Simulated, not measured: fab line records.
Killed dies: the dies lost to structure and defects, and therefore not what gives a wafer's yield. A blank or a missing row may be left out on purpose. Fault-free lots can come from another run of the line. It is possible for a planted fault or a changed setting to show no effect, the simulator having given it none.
fab line records -- flow n5-finfet
record lots=7, wafers=21
route steps=1938 shown BEOL_M8@1348 BEOL_M9@1407 BEOL_M10@1476
start-h: hours from the record's opening day to when the first of the lot's shown wafers began -- wait-h: how many hours have passed since the lot's step before this one -- " the same as in the row above -- L1.1+2: a single row standing in for several wafers -- - no value present, or no start provided -- * or withheld: withheld -- < > ~ a bound
route shown NAME@n: a module of which the file shows steps, and the number in the route of the first -- usual: mean/standard deviation of fault-free wafers -- same: alike in all rows -- chamber/n: place in a boat -- sites: each site's reading -- _std_site: their standard deviation -- _edge_site: inner sites' mean taken away from outer sites' mean -- radius-mm: for every site, how far away it sits from the centre of the wafer -- mask NAME#n: copy n -- behind: the tool/chamber that last shaped the wafer -- hold: reason for holding the lot/hours on hold/outcome of the hold -- device: names the non-switching transistor (n, p or np) -- end of line: tests run on the same wafers once the route is complete -- a step with no rows: only its recipe -- killed: at the first sort, the dies lost to defects and structure; wafer yield is something else -- map: a wafer's dies, marking killed ones x, the rest . and places with no die _
set.NAME: setting as actually run; set.NAME@STEP: the setting as run at that earlier step -- model.NAME: the simulator's own value behind a step, which no gauge read
lots run with intentionally changed settings; tables by step, rows by wafer
## steps
# step N5_BEOL_M8_DESCUM_16
# recipe chemistry=O2, time-s=7.9, source-power-w=50, bias-power-w=20, pressure-mtorr=20, rf-frequency-hz=2.712e+07, temp-c=40, resist=CAR-ArF, o2-flow-sccm=225
lot.wafer,tool,chamber,start-h,wait-h,set.time-s
L075.1,rie-diel-04,3,206.29,0.0,7.376
L075.4+5,rie-diel-04,2,206.29,0.0,7.9
L078.1+2+4,rie-diel-04,"0,1,3",214.14,0.0,7.9
L084.2,rie-diel-03,1,238.50,0.0,6.827
L084.3+5,rie-diel-03,3,238.50,0.0,7.9
L085.2+4,rie-diel-04,"0,3",326.21,0.0,6.593
L085.6,rie-diel-04,0,326.21,0.0,7.9
L089.1+4+5,rie-diel-03,"3,1,0",335.60,0.0,7.9
L096.1+2+3,rie-diel-02,"0,2,1",357.72,0.3,7.9
L097.2,rie-diel-04,2,370.84,0.6,7.9
L097.4+6,rie-diel-04,"1,0",370.84,0.6,6.694
# step N5_BEOL_M8_ETCH_61
# recipe chemistry=CF4, target=SiARC, target-depth-a=455, mask-material=CAR-ArF, time-s=75.8, ion-energy-ev=80, pressure-mtorr=40, source-w=545, bias-w=36, Ar_flow_sccm=100, cf4-flow-sccm=100, ends=cleared
# step N5_BEOL_M8_ETCH_62
# recipe chemistry=N2/H2, target=SOC, target-depth-a=1100, overetch-a=220, mask-material=SiARC, temp-c=40, time-s=165, ion-energy-ev=200, pressure-mtorr=30, source-w=840, bias-w=150, n2-flow-sccm=200, h2-flow-sccm=200
lot.wafer,tool,chamber,start-h,wait-h,set.spin-rpm@BEOL_M8_COAT_59,model.etch.depth-nm
L075.1,rie-diel-04,3,206.38,0.0,1365,105.2
L075.4,rie-diel-04,2,206.38,0.0,1500,100.4
L075.5,rie-diel-04,2,206.38,0.0,1365,105
L078.1,rie-diel-04,0,214.23,0.0,1500,99.97
L078.2,rie-diel-04,1,214.23,0.0,1500,99.91
L078.4,rie-diel-04,3,214.23,0.0,1500,99.81
L084.2,rie-diel-03,1,238.59,0.0,1658,94.95
L084.3,rie-diel-03,3,238.59,0.0,1658,94.8
L084.5,rie-diel-03,3,238.59,0.0,1500,99.88
L085.2+6,rie-diel-04,0,326.30,0.0,1500,100.3
L085.4,rie-diel-04,3,326.30,0.0,1500,100.2
L089.1+5,rie-diel-03,"3,0",335.69,0.0,1500,100.2
L089.4,rie-diel-03,1,335.69,0.0,1500,99.93
L096.1,rie-diel-02,0,357.81,0.0,1561,98.19
L096.2,rie-diel-02,2,357.81,0.0,1561,98.29
L096.3,rie-diel-02,1,357.81,0.0,1500,100.5
L097.2,rie-diel-04,2,370.93,0.0,1500,99.84
L097.4,rie-diel-04,1,370.93,0.0,1500,100.4
L097.6,rie-diel-04,0,370.93,0.0,1413,103.2
# step N5_BEOL_M8_STRIP_68
# recipe chemistry=N2/H2, temp-c=40, n2-flow-sccm=200, h2-flow-sccm=200, rf-frequency-hz=6e+07
# step N5_BEOL_M8_STRIP_67
# recipe chemistry=CF4, resist=SiARC, power-w=300, bias-power-w=75, pressure-mtorr=50, cf4-flow-sccm=150, rf-frequency-hz=6e+07
# step N5_BEOL_M8_HM_OPEN_17
# recipe chemistry=Cl2/BCl3, target-depth-a=200, overetch-a=60, target=TiN, mask-material=SOC, ion-energy-ev=150, pressure-mtorr=10, icp-w=1000, bias-w=126, Cl2_flow_sccm=53.25, bcl3-flow-sccm=21.75, Ar_flow_sccm=25
lot.wafer,tool,chamber,start-h,wait-h,set.spin-rpm@BEOL_M8_COAT_59,model.SOC_of_BEOL_M8_COAT_59.thk-nm
L075.1,rie-metal-03,0,206.56,0.0,1365,97.4
L075.4,rie-metal-03,0,206.56,0.0,1500,92.6
L075.5,rie-metal-03,1,206.56,0.0,1365,97
L078.1,rie-metal-03,1,214.42,0.0,1500,91.8
L078.2+4,rie-metal-03,0,214.42,0.0,1500,92.2
L084.2,rie-metal-02,1,238.78,0.0,1658,86.8
L084.3,rie-metal-02,0,238.78,0.0,1658,87
L084.5,rie-metal-02,0,238.78,0.0,1500,92
L085.2,rie-metal-03,1,326.49,0.0,1500,92
L085.4,rie-metal-03,1,326.49,0.0,1500,91.8
L085.6,rie-metal-03,0,326.49,0.0,1500,92.8
L089.1,rie-metal-01,1,335.88,0.0,1500,92.2
L089.4,rie-metal-01,1,335.88,0.0,1500,92
L089.5,rie-metal-01,0,335.88,0.0,1500,92.6
L096.1+2,rie-metal-01,"0,1",358.00,0.0,1561,90.4
L096.3,rie-metal-01,1,358.00,0.0,1500,92.4
L097.2,rie-metal-03,1,371.12,0.0,1500,91.4
L097.4,rie-metal-03,0,371.12,0.0,1500,92.6
L097.6,rie-metal-03,0,371.12,0.0,1413,95.4
# step N5_BEOL_M9_COAT_60
# recipe resist=SiARC, temp-c=220, time-s=60, spin-rpm=1500, resist-thk-nm=30
lot.wafer,tool,chamber,start-h,wait-h,set.spin-rpm,model.SiARC_of_BEOL_M9_COAT_60.thk-nm
L075.1+5,litho-track-05,0,-,-,1500,30
L075.4,litho-track-05,0,-,-,1629,28.8
L078.1+2+4,litho-track-01,0,-,-,1500,30
L084.2+3,litho-track-05,0,-,-,1414,31
L084.5,litho-track-05,0,-,-,1500,30.2
L085.2,litho-track-01,0,-,-,1500,30
L085.4,litho-track-01,0,-,-,1604,28.8
L085.6,litho-track-01,0,-,-,1500,29.8
L089.1+5,litho-track-05,0,-,-,1653,28.6
L089.4,litho-track-05,0,-,-,1500,30
L096.1+2+3,litho-track-01,0,-,-,1500,30
L097.2+6,litho-track-01,0,-,-,1500,30
L097.4,litho-track-01,0,-,-,1500,30.2
# step N5_BEOL_M9_EXPOSE_08
# recipe mask-id=M9, na=1.35, source-shape=dipole, sigma-inner=0.411, sigma-outer=0.611, polarization=te, dose-mj=53.75
lot.wafer,tool,chamber,start-h,wait-h,mask,set.dose-mj
L075.1+4+5,arfi-scanner-02,0,211.52,-,M9#0,53.75
L078.1+2+4,arfi-scanner-02,0,219.60,-,M9#0,53.75
L084.2,arfi-scanner-02,0,243.07,-,M9#0,53.75
L084.3+5,arfi-scanner-02,0,243.07,-,M9#0,50.93
L085.2+6,arfi-scanner-01,0,333.66,-,M9#0,50.94
L085.4,arfi-scanner-01,0,333.66,-,M9#0,53.75
L089.1,arfi-scanner-02,0,344.45,-,M9#0,53.75
L089.4+5,arfi-scanner-02,0,344.45,-,M9#0,51.71
L096.1+3,arfi-scanner-03,0,370.99,-,M9#0,53.75
L096.2,arfi-scanner-03,0,370.99,-,M9#0,55.48
L097.2+6,arfi-scanner-03,0,377.97,-,M9#0,53.75
L097.4,arfi-scanner-03,0,377.97,-,M9#0,49.97
# step N5_BEOL_M9_PEB_09
# recipe peb-temp-c=withheld, peb-time-s=60, resist=CAR-ArF
# step N5_BEOL_M9_DEVELOP_10
# recipe develop-time-s=30, developer=TMAH, resist=CAR-ArF, rinse-liquid=diw, dry=air-spin, dev-temp-c=23
# step N5_BEOL_M9_CD_MEAS_11
# recipe target-cd-nm=64.1, landing-energy-ev=500, detector=se-inlens, polarity=opening
# usual cd-nm=64.0/0.54
lot.wafer,tool,chamber,start-h,wait-h,set.dose-mj@BEOL_M9_EXPOSE_08,cd-nm
L075.1,cd-sem-02,0,211.64,-,53.75,64.4
L075.4,cd-sem-02,0,211.64,-,53.75,63.9
L075.5,cd-sem-02,0,211.64,-,53.75,64.1
L078.1,cd-sem-03,0,219.73,-,53.75,64.0
L078.2,cd-sem-03,0,219.73,-,53.75,64.0
L078.4,cd-sem-03,0,219.73,-,53.75,64.5
L084.2,cd-sem-03,0,243.19,-,53.75,63.1
L084.3,cd-sem-03,0,243.19,-,50.93,60.5
L084.5,cd-sem-03,0,243.19,-,50.93,61.5
L085.2,cd-sem-01,0,333.78,-,50.94,60.1
L085.4,cd-sem-01,0,333.78,-,53.75,63.4
L085.6,cd-sem-01,0,333.78,-,50.94,61.0
L089.1,cd-sem-03,0,344.58,-,53.75,64.3
L089.4,cd-sem-03,0,344.58,-,51.71,61.8
L089.5,cd-sem-03,0,344.58,-,51.71,62.5
L096.1,cd-sem-01,0,371.12,-,53.75,63.9
L096.2,cd-sem-01,0,371.12,-,55.48,65.6
L096.3,cd-sem-01,0,371.12,-,53.75,64.0
L097.2,cd-sem-01,0,378.10,-,53.75,63.5
L097.4,cd-sem-01,0,378.10,-,49.97,59.9
L097.6,cd-sem-01,0,378.10,-,53.75,64.4
# step N5_BEOL_M9_DESCUM_16
# recipe chemistry=O2, time-s=7.9, source-power-w=50, bias-power-w=20, pressure-mtorr=20, rf-frequency-hz=2.712e+07, temp-c=40, resist=CAR-ArF, o2-flow-sccm=225
# step N5_BEOL_M9_ETCH_61
# recipe chemistry=CF4, target=SiARC, target-depth-a=390, mask-material=CAR-ArF, time-s=65, ion-energy-ev=80, pressure-mtorr=40, source-w=545, bias-w=36, Ar_flow_sccm=100, cf4-flow-sccm=100, ends=cleared
lot.wafer,tool,chamber,start-h,wait-h,set.spin-rpm@BEOL_M9_COAT_60,set.dose-mj@BEOL_M9_EXPOSE_08,model.BEOL_M9.cd-offset-nm,model.CAR-ArF_of_BEOL_M9_COAT_05.thk-nm,model.etch.depth-nm
L075.1,rie-diel-05,3,211.77,0.0,1500,53.75,0.2,55.6,30
L075.4,rie-diel-05,0,211.77,0.0,1629,53.75,-0.2,56.6,28.76
L075.5,rie-diel-05,3,211.77,0.0,1500,53.75,-0.2,55.2,30.08
L078.1,rie-diel-06,1,219.85,0.0,1500,53.75,0,55.8,30.06
L078.2,rie-diel-06,2,219.85,0.0,1500,53.75,-0.2,55.2,30.08
L078.4,rie-diel-06,3,219.85,0.0,1500,53.75,0.2,55.4,30.07
L084.2,rie-diel-06,3,243.31,0.0,1414,53.75,-1,54.6,31
L084.3,rie-diel-06,2,243.31,0.0,1414,50.93,-3.6,54.6,30.98
L084.5,rie-diel-06,3,243.31,0.0,1500,50.93,-3,55.4,30.11
L085.2,rie-diel-01,1,334.05,0.0,1500,50.94,-3.8,55.2,29.91
L085.4,rie-diel-01,3,334.05,0.0,1604,53.75,-1.4,56.2,28.89
L085.6,rie-diel-01,3,334.05,0.0,1500,50.94,-3,55.4,29.87
L089.1,rie-diel-01,0,344.84,0.0,1653,53.75,-0.4,57.4,28.54
L089.4,rie-diel-01,3,344.84,0.0,1500,51.71,-2,55.6,30.04
L089.5,rie-diel-01,3,344.84,0.0,1653,51.71,-1.8,57.4,28.55
L096.1,rie-diel-06,2,371.34,0.0,1500,53.75,-0.2,56.2,29.93
L096.2,rie-diel-06,0,371.34,0.0,1500,55.48,1.4,55.8,29.92
L096.3,rie-diel-06,1,371.34,0.0,1500,53.75,-0.2,56,30.02
L097.2,rie-diel-05,3,378.22,0.0,1500,53.75,-0.6,55.4,30.06
L097.4,rie-diel-05,0,378.22,0.0,1500,49.97,-3.8,55.2,30.13
L097.6,rie-diel-05,1,378.22,0.0,1500,53.75,0.4,55.4,30.08
# step N5_BEOL_M9_ETCH_62
# recipe chemistry=N2/H2, target=SOC, target-depth-a=1100, overetch-a=220, mask-material=SiARC, temp-c=40, time-s=165, ion-energy-ev=200, pressure-mtorr=30, source-w=840, bias-w=150, n2-flow-sccm=200, h2-flow-sccm=200
lot.wafer,tool,chamber,start-h,wait-h,set.spin-rpm@BEOL_M9_COAT_60,model.SiARC_of_BEOL_M9_COAT_60.thk-nm
L075.1+5,rie-diel-05,3,211.82,0.0,1500,23.6
L075.4,rie-diel-05,0,211.82,0.0,1629,22
L078.1,rie-diel-06,1,219.90,0.0,1500,23.8
L078.2+4,rie-diel-06,"2,3",219.90,0.0,1500,23.4
L084.2+3,rie-diel-06,"3,2",243.36,0.0,1414,24.4
L084.5,rie-diel-06,3,243.36,0.0,1500,23.6
L085.2+6,rie-diel-01,"1,3",334.10,0.0,1500,23.2
L085.4,rie-diel-01,3,334.10,0.0,1604,22.2
L089.1+5,rie-diel-01,"0,3",344.89,0.0,1653,21.8
L089.4,rie-diel-01,3,344.89,0.0,1500,23.4
L096.1,rie-diel-06,2,371.39,0.0,1500,23.4
L096.2,rie-diel-06,0,371.39,0.0,1500,23.6
L096.3,rie-diel-06,1,371.39,0.0,1500,23.8
L097.2,rie-diel-05,3,378.27,0.0,1500,23.8
L097.4,rie-diel-05,0,378.27,0.0,1500,23.4
L097.6,rie-diel-05,1,378.27,0.0,1500,24
# step N5_BEOL_M9_STRIP_68
# recipe chemistry=N2/H2, temp-c=40, n2-flow-sccm=200, h2-flow-sccm=200, rf-frequency-hz=6e+07
# step N5_BEOL_M9_STRIP_67
# recipe chemistry=CF4, resist=SiARC, power-w=300, bias-power-w=75, pressure-mtorr=50, cf4-flow-sccm=150, rf-frequency-hz=6e+07
# step N5_BEOL_M9_HM_OPEN_17
# recipe chemistry=Cl2/BCl3, target-depth-a=200, overetch-a=60, target=TiN, mask-material=SOC, ion-energy-ev=150, pressure-mtorr=10, icp-w=1000, bias-w=126, Cl2_flow_sccm=53.25, bcl3-flow-sccm=21.75, Ar_flow_sccm=25
lot.wafer,tool,chamber,start-h,wait-h,set.dose-mj@BEOL_M9_EXPOSE_08,model.BEOL_M9.cd-offset-nm
L075.1,rie-metal-03,1,212.00,0.0,53.75,0.2
L075.4,rie-metal-03,1,212.00,0.0,53.75,0
L075.5,rie-metal-03,0,212.00,0.0,53.75,-0.2
L078.1+2,rie-metal-02,"1,0",220.09,0.0,53.75,-0.2
L078.4,rie-metal-02,1,220.09,0.0,53.75,0.4
L084.2,rie-metal-01,1,243.58,0.1,53.75,-0.6
L084.3,rie-metal-01,1,243.58,0.1,50.93,-3.8
L084.5,rie-metal-01,1,243.58,0.1,50.93,-2.8
L085.2,rie-metal-01,0,334.29,0.0,50.94,-3.8
L085.4,rie-metal-01,1,334.29,0.0,53.75,-1
L085.6,rie-metal-01,1,334.29,0.0,50.94,-3
L089.1,rie-metal-02,0,345.07,0.0,53.75,-0.6
L089.4,rie-metal-02,0,345.07,0.0,51.71,-2
L089.5,rie-metal-02,1,345.07,0.0,51.71,-1.8
L096.1,rie-metal-03,1,371.58,0.0,53.75,-0.6
L096.2,rie-metal-03,0,371.58,0.0,55.48,1.2
L096.3,rie-metal-03,0,371.58,0.0,53.75,-0.4
L097.2,rie-metal-01,1,378.46,0.0,53.75,-0.2
L097.4,rie-metal-01,0,378.46,0.0,49.97,-3.4
L097.6,rie-metal-01,1,378.46,0.0,53.75,0.4
# step N5_BEOL_M9_STRIP_19
# recipe chemistry=O2, power-w=400, temp-c=40, pressure-mtorr=30, rf-frequency-hz=6e+07, bias-power-w=0, overash-fraction=0.2, o2-flow-sccm=225
# step N5_BEOL_M9_CD_MEAS_18
# recipe pitch-nm=140, target-cd-nm=70
# usual cd-nm=69.8/0.61
lot.wafer,tool,chamber,start-h,wait-h,set.dose-mj@BEOL_M9_EXPOSE_08,cd-nm
L075.1,cd-sem-02,-,212.18,0.0,53.75,69.8
L075.4,cd-sem-02,-,212.18,0.0,53.75,70.0
L075.5,cd-sem-02,-,212.18,0.0,53.75,69.8
L078.1,cd-sem-03,-,220.27,0.0,53.75,69.6
L078.2,cd-sem-03,-,220.27,0.0,53.75,69.8
L078.4,cd-sem-03,-,220.27,0.0,53.75,70.6
L084.2,cd-sem-02,-,243.82,0.1,53.75,69.4
L084.3,cd-sem-02,-,243.82,0.1,50.93,66.3
L084.5,cd-sem-02,-,243.82,0.1,50.93,67.2
L085.2,cd-sem-02,-,334.47,0.1,50.94,66.0
L085.4,cd-sem-02,-,334.47,0.1,53.75,69.0
L085.6,cd-sem-02,-,334.47,0.1,50.94,67.0
L089.1,cd-sem-03,-,345.25,0.0,53.75,69.6
L089.4,cd-sem-03,-,345.25,0.0,51.71,67.7
L089.5,cd-sem-03,-,345.25,0.0,51.71,68.4
L096.1,cd-sem-01,-,371.76,0.0,53.75,69.4
L096.2,cd-sem-01,-,371.76,0.0,55.48,71.4
L096.3,cd-sem-01,-,371.76,0.0,53.75,69.8
L097.2,cd-sem-03,-,378.73,0.1,53.75,69.9
L097.4,cd-sem-03,-,378.73,0.1,49.97,66.6
L097.6,cd-sem-03,-,378.73,0.1,53.75,70.5
# step N5_BEOL_M9_COAT_63
# recipe resist=SOC, temp-c=250, time-s=60, spin-rpm=1500, resist-thk-nm=60
# step N5_BEOL_M9_COAT_64
# recipe resist=SiARC, temp-c=220, time-s=60, spin-rpm=1500, resist-thk-nm=12
# step N5_BEOL_M9_PRECLEAN_42
# recipe chemistry=residue-remover, time-s=60, temp-c=40
# step N5_BEOL_M9_SRD_43
# recipe time-s=30, temp-c=23, rinse-liquid=diw, dry=ipa-marangoni
# step N5_BEOL_M9_CD_MEAS_35
# recipe target-cd-nm=70, target-cd-y-nm=40, polarity=opening
# usual cd-nm=69.8/0.62
lot.wafer,tool,chamber,start-h,wait-h,set.dose-mj@BEOL_M9_EXPOSE_08,cd-nm
L075.1,cd-sem-03,-,213.35,0.0,53.75,70.2
L075.4,cd-sem-03,-,213.35,0.0,53.75,70.2
L075.5,cd-sem-03,-,213.35,0.0,53.75,69.9
L078.1,cd-sem-03,-,221.44,0.0,53.75,70.2
L078.2,cd-sem-03,-,221.44,0.0,53.75,69.9
L078.4,cd-sem-03,-,221.44,0.0,53.75,70.1
L084.2,cd-sem-02,-,244.86,0.0,53.75,69.4
L084.3,cd-sem-02,-,244.86,0.0,50.93,65.9
L084.5,cd-sem-02,-,244.86,0.0,50.93,67.0
L085.2,cd-sem-02,-,338.01,0.0,50.94,66.6
L085.4,cd-sem-02,-,338.01,0.0,53.75,69.2
L085.6,cd-sem-02,-,338.01,0.0,50.94,66.9
L089.1,cd-sem-02,-,347.92,0.0,53.75,69.2
L089.4,cd-sem-02,-,347.92,0.0,51.71,68.0
L089.5,cd-sem-02,-,347.92,0.0,51.71,68.2
L096.1,cd-sem-03,-,374.19,0.0,53.75,69.5
L096.2,cd-sem-03,-,374.19,0.0,55.48,71.5
L096.3,cd-sem-03,-,374.19,0.0,53.75,69.7
L097.2,cd-sem-01,-,379.95,0.0,53.75,69.7
L097.4,cd-sem-01,-,379.95,0.0,49.97,66.7
L097.6,cd-sem-01,-,379.95,0.0,53.75,70.5
# step N5_BEOL_M10_COAT_60
# recipe resist=SiARC, temp-c=220, time-s=60, spin-rpm=1500, resist-thk-nm=30
lot.wafer,tool,chamber,start-h,wait-h,set.spin-rpm,model.SiARC_of_BEOL_M10_COAT_60.thk-nm
L075.1+4,litho-track-04,0,-,-,1632,28.6
L075.5,litho-track-04,0,-,-,1500,29.8
L078.1+2+4,litho-track-03,0,-,-,1500,30
L084.2+5,litho-track-03,0,-,-,1369,31.4
L084.3,litho-track-03,0,-,-,1500,30
L085.2+6,litho-track-03,0,-,-,1500,30
L085.4,litho-track-03,0,-,-,1419,30.8
L089.1+4,litho-track-04,0,-,-,1551,29.4
L089.5,litho-track-04,0,-,-,1500,29.8
L096.1,litho-track-02,0,-,-,1500,30.2
L096.2,litho-track-02,0,-,-,1411,31
L096.3,litho-track-02,0,-,-,1500,30
L097.2,litho-track-04,0,-,-,1500,30.2
L097.4,litho-track-04,0,-,-,1619,29.2
L097.6,litho-track-04,0,-,-,1619,29
## key
split step=N5_BEOL_M8_DESCUM_16, setting=time-s, stated=7.9, by=wafer
response none clear
split step=N5_BEOL_M9_COAT_60, setting=spin-rpm, stated=1500, by=wafer
response step=N5_BEOL_M9_COAT_60, reading=model.SiARC_of_BEOL_M9_COAT_60.thk-nm, change=-0.142, per=1%, r=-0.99
response step=N5_BEOL_M9_ETCH_61, reading=model.CAR-ArF_of_BEOL_M9_COAT_05.thk-nm, change=+0.153, per=1%, r=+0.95
response step=N5_BEOL_M9_ETCH_61, reading=model.etch.depth-nm, change=-0.147, per=1%, r=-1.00
response step=N5_BEOL_M9_ETCH_62, reading=model.SiARC_of_BEOL_M9_COAT_60.thk-nm, change=-0.161, per=1%, r=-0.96
split step=N5_BEOL_M9_EXPOSE_08, setting=dose-mj, stated=53.75, by=wafer
response step=N5_BEOL_M9_CD_MEAS_11, reading=cd-nm, change=+0.524, per=1%, r=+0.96
response step=N5_BEOL_M9_ETCH_61, reading=model.BEOL_M9.cd-offset-nm, change=+0.46, per=1%, r=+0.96
response step=N5_BEOL_M9_HM_OPEN_17, reading=model.BEOL_M9.cd-offset-nm, change=+0.478, per=1%, r=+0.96
response step=N5_BEOL_M9_CD_MEAS_18, reading=cd-nm, change=+0.495, per=1%, r=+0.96
response step=N5_BEOL_M9_CD_MEAS_35, reading=cd-nm, change=+0.489, per=1%, r=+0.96
split step=N5_BEOL_M10_COAT_60, setting=spin-rpm, stated=1500, by=wafer
response step=N5_BEOL_M10_COAT_60, reading=model.SiARC_of_BEOL_M10_COAT_60.thk-nm, change=-0.145, per=1%, r=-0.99
split outside-this-file step=N5_BEOL_M8_COAT_59 setting=spin-rpm
# split outside-this-file: this setting was split too, and the file shows its column; the key of that split is in another file
